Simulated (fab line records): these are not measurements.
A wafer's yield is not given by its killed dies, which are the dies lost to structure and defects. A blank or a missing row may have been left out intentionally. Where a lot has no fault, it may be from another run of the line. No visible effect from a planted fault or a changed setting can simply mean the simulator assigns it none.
A lot that was struck, set against a sound lot -- flow n5 finfet -- 16 steps out of a route of 1938
Sound: these wafers, L340.2, L340.3, L340.4. Struck: wafers L336.3, L336.6. (L336.4 of the same lot was not struck and is left out.) The cause comes at the end.
Order at every step that has rows: each side's tool, ch and its chambers, its first start. Under that, the readings that differ: sound wafers -- struck wafers -- difference of the means -- sigmas: that difference in standard deviations of wafers without a fault.
alike: same words and numbers on both sides, and readings whose means sit less than 2 such deviations apart. not compared: any withheld reading, any reading some wafer has no value for, any bound like >300 that may hide the same value, and any number with overlapping values for which the record gives no deviation.
Wherever a step has rows on one side only, a row that says differs or no value, or a row with sigmas, the two part there. Numbers that have no deviation but don't overlap get no sigmas and don't part them. A reading missing from all wafers of one side parts the sides only when that side holds two or more wafers.

first, 5 steps without rows for these wafers: N5_DUMMY_GATE_ETCH_36 (etches SiARC in CF4, target depth 13 nm); N5_DUMMY_GATE_ETCH_37 (etches SOC in N2/H2, target depth 60 nm, overetch 30 nm); N5_DUMMY_GATE_STRIP_38 (strips in N2/H2); N5_DUMMY_GATE_STRIP_39 (strips in N2/H2); N5_DUMMY_GATE_TRIM_49 (chemistry O2, time 29 s, target cd 14 nm).
N5_DUMMY_GATE_STRIP_40: strips in CF4.
  sound on rie diel-03 ch 0,1,2, day 6 02:31; struck on rie diel-05 ch 1,2, day 4 23:30
  alike: drypump motor current A, oes product au, rf vpp V, showerhead plenum p Torr, throttle valve pct
  not compared: rf hours counter h
N5_DUMMY_GATE_CD_MEAS_50 targets a cd of 14 nm.
  sound on cd sem-02, day 6 02:34; struck on cd sem-01, day 4 23:33
  alike: cd nm
N5_DUMMY_GATE_ETCH_31: etches SiO2 in C4F6/O2, target depth 82.5 nm, time 27.5 s.
  sound on rie diel-05 ch 0,1,3, day 6 02:41; struck on rie diel-05 ch 1,3, day 4 23:36
  alike: drypump motor current A, oes product au, rf vpp V, showerhead plenum p Torr, throttle valve pct
  not compared: rf hours counter h
N5_DUMMY_GATE_STRIP_41: strips in O2.
  sound on rie diel-05 ch 0,1,3, day 6 02:44; struck on rie diel-05 ch 1,3, day 4 23:38
  alike: drypump motor current A, o2 flow sccm, oes product au, rf vpp V, showerhead plenum p Torr, throttle valve pct
  not compared: rf hours counter h
N5_DUMMY_GATE_HM_OPEN_21: chemistry CH3F/O2, target SiNx, target depth 120 nm, time 171.4 s.
  sound on rie diel-05 ch 0,1,3, day 6 02:46; struck on rie diel-05 ch 1,3, day 4 23:41
  alike: drypump motor current A, oes product au, rf vpp V, showerhead plenum p Torr, throttle valve pct
  not compared: rf hours counter h
then, 1 step without rows for these wafers: N5_DUMMY_GATE_ETCH_32 (etches SiO2 in CF4, target depth 3.5 nm, time 3.9 s).
N5_DUMMY_GATE_ETCH_23: etches poly-Si in HBr/Cl2/O2, target depth 41 nm, time 22.3 s.
  sound on rie si-04 ch 0,1,3, day 6 02:58; struck on rie si-05 ch 2, day 4 23:53
  alike: drypump motor current A, he backside leak sccm, oes product au, throttle valve pct
  not compared: rf hours counter h
N5_DUMMY_GATE_ETCH_44: etches poly-Si in HBr/O2, stops on SiO2, target depth 127.5 nm.
  sound on rie si-04 ch 0,1,3, day 6 03:01; struck on rie si-05 ch 2, day 4 23:56
reading,sound,struck,difference,sigmas
model.DUMMY_GATE.feature depth nm (nm),73.6 73.6 72.4,74.8 73.8,+1.1,
model.SiO2_of_DUMMY_GATE_ALD_02.thk nm (nm),2 2 2,0 0,-2,
  alike: drypump motor current A, he backside leak sccm, oes product au, throttle valve pct
  not compared: rf hours counter h
N5_DUMMY_GATE_CD_MEAS_24 targets a cd of 15 nm.
  sound on cd sem-01, day 6 03:08; struck on cd sem-01, day 5 00:03
  alike: cd nm
-- a jump in the record: the struck wafers' starts before and after are 5 days apart (it breaks off in module DUMMY_GATE and resumes in module BEOL_M4, where the first step shown is number 1111 of the route) --
N5_BEOL_M4_RC_MEAS_101:
  sound on prober-02 ch 0, day 11 07:08; struck on prober-01 ch 0, day 10 04:33
  alike: DIBL_N, DIBL_P, IOFF_N, IOFF_P, ION_N, ION_P, SS_N, SS_P, VT_N, VT_P
-- here the record skips 5 days between the struck wafers' starts before and after, leaving off in module BEOL_M4 and picking up in module PASSIVATION (first step shown: number 1936 of the route) --
N5_PASSIVATION_PROBE_49:
  rows exist in the record for the struck wafers here (prober-01, day 14 16:43), but not for the sound ones

WHERE THEY PART
Only at N5_PASSIVATION_PROBE_49, within this record.

WHY: the cause the simulator had injected
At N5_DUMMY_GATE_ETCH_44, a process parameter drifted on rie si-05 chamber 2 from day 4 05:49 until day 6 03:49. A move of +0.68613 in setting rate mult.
